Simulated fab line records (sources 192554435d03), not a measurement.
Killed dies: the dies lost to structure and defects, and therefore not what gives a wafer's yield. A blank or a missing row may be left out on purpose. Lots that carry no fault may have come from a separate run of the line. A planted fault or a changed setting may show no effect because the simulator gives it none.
What tool caused it? :: flow n5_finfet :: at 1 step of a route of 1938, 12 lots with 36 wafers sampled

WHAT EACH GAUGE READ, for each wafer
N5_BEOL_M5_THK_MEAS_01.
lot: L075
measured: day 8 21:14
on: film_metro-01
M5_ILD_THK (nm): 118.7 119.9 121.9

lot: L077
measured: day 9 04:45
on: film_metro-01
M5_ILD_THK (nm): 121.3 121.6 125.1

lot: L079
measured: day 9 13:06
on: film_metro-01
M5_ILD_THK (nm): 120.7 121.8 122.8

lot: L081
measured: day 10 16:56
on: film_metro-01
M5_ILD_THK (nm): 122.8 122.7 121.3

lot: L080
measured: day 10 22:40
on: film_metro-02
M5_ILD_THK (nm): 119.2 121.4 120.2

lot: L085
measured: day 11 07:13
on: film_metro-02
M5_ILD_THK (nm): 118.4 120.9 121.2

lot: L090
measured: day 12 04:52
on: film_metro-02
M5_ILD_THK (nm): 117.7 119.3 120.3

lot: L088
measured: day 13 00:58
on: film_metro-02
M5_ILD_THK (nm): 122.3 120.5 123.1

lot: L091
measured: day 13 06:08
on: film_metro-01
M5_ILD_THK (nm): 119.8 120.2 121.3

lot: L094
measured: day 14 19:44
on: film_metro-02
M5_ILD_THK (nm): 121.4 121.4 122.7

lot: L093
measured: day 14 22:41
on: film_metro-01
M5_ILD_THK (nm): 118.2 119.9 122.0

lot: L095
measured: day 15 03:35
on: film_metro-01
M5_ILD_THK (nm): 125.6 123.5 123.9

WHICH TOOL RAN EACH LOT (tool, then ch and the chambers of the sampled wafers, then the start)
There is no process step in the record ahead of these readings.

THE ANSWER, worked out from the rows above alone
Rule: what is usual is taken from the lots themselves. Put in order of their means at a reading, lots are off if they are a third of the lots or fewer, leave a main group of 4 or more, and stand apart from it by a gap of 3 or more times the standard deviation of the main group's means; of several such gaps the widest counts. The tables above print the reading to a certain number of digits; a main group whose means all agree to those digits is not used. Also off: a lot with no number at a reading for which 4 or more lots have one. The other lots that the step has rows for count as sound.
No lot is off at any reading shown: from this, nothing can be told.

WHAT THE SIMULATOR PUT IN
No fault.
